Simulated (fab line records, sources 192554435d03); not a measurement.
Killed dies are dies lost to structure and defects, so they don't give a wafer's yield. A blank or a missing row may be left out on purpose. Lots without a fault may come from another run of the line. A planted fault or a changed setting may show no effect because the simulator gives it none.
Chamber matching | flow n5_finfet | N5_BEOL_M10_ETCH_65 on rie_diel-02: 4 sister chambers
The step etches SiARC in CF4, target depth 39 nm, time 65 s. 22 wafers are shown with their chamber, then 11 later ones without.

WAFERS WITH THEIR CHAMBER
wafer  | chamber | drypump_motor_current_A (A) | showerhead_plenum_p_Torr (Torr) | oes_product_au (a.u.)
L074.1 | 2       | 4.8                         | 2.18                            | 0.62
L074.3 | 1       | 5.7                         | 2.03                            | 0.61
L074.6 | 1       | 5.7                         | 2.03                            | 0.60
L077.2 | 0       | 5.9                         | 2.21                            | 0.60
L077.3 | 1       | 5.6                         | 2.03                            | 0.60
L077.6 | 3       | 5.2                         | 2.09                            | 0.73
L076.4 | 3       | 5.2                         | 2.09                            | 0.73
L076.5 | 1       | 5.6                         | 2.03                            | 0.60
L076.6 | 0       | 5.9                         | 2.20                            | 0.59
L081.2 | 2       | 4.8                         | 2.17                            | 0.62
L081.3 | 1       | 5.7                         | 2.03                            | 0.60
L081.6 | 2       | 4.8                         | 2.17                            | 0.62
L080.3 | 3       | 5.2                         | 2.09                            | 0.72
L080.4 | 2       | 4.8                         | 2.17                            | 0.61
L080.5 | 3       | 5.2                         | 2.09                            | 0.72
L082.3 | 1       | 5.6                         | 2.03                            | 0.59
L082.5 | 2       | 4.8                         | 2.17                            | 0.62
L082.6 | 3       | 5.2                         | 2.09                            | 0.71
L083.2 | 1       | 5.6                         | 2.02                            | 0.59
L083.3 | 2       | 4.8                         | 2.17                            | 0.61
L083.5 | 3       | 5.2                         | 2.09                            | 0.71
L088.4 | 2       | 4.8                         | 2.17                            | 0.61

SIGNATURES (means of the wafers above)
reading                  | chamber 0 | chamber 1 | chamber 2 | chamber 3 | scatter within a chamber
drypump_motor_current_A  | 5.900     | 5.643     | 4.800     | 5.200     | 0.0309
showerhead_plenum_p_Torr | 2.2050    | 2.0286    | 2.1714    | 2.0900    | 0.00351
oes_product_au           | 0.5950    | 0.5986    | 0.6157    | 0.7200    | 0.0071
Rule: a wafer's distance from a chamber is the root of the sum, over the readings, of the square of ((its reading less the chamber's mean) divided by the reading's scatter). The wafer belongs to the nearest chamber; if the next one is less than 2 further off, it can't be placed. The scatter: the root of (the sum of the squares of (reading less its chamber's mean) over the shown wafers, divided by (wafers less chambers)).

WAFERS WITHOUT THEIR CHAMBER
wafer  | drypump_motor_current_A (A) | showerhead_plenum_p_Torr (Torr) | oes_product_au (a.u.)
L088.5 | 5.9                         | 2.20                            | 0.82
L088.6 | 5.2                         | 2.08                            | 0.70
L089.1 | 4.8                         | 2.17                            | 0.60
L089.3 | 5.9                         | 2.20                            | 0.80
L089.5 | 5.9                         | 2.20                            | 0.81
L092.1 | 5.9                         | 2.20                            | 0.79
L092.2 | 5.2                         | 2.08                            | 0.69
L092.3 | 4.8                         | 2.16                            | 0.60
L096.2 | 4.8                         | 2.16                            | 0.60
L096.4 | 5.9                         | 2.19                            | 0.77
L096.5 | 4.9                         | 2.16                            | 0.60

WHICH CHAMBER EACH WENT THROUGH
wafer  | from the rows above | in truth
L088.5 | 0                   | 0
L088.6 | 3                   | 3
L089.1 | 2                   | 2
L089.3 | 0                   | 0
L089.5 | 0                   | 0
L092.1 | 0                   | 0
L092.2 | 3                   | 3
L092.3 | 2                   | 2
L096.2 | 2                   | 2
L096.4 | 0                   | 0
L096.5 | 2                   | 2
Placed correctly: 11 of 11. Can't be placed from these rows: 0. Placed wrongly: 0.
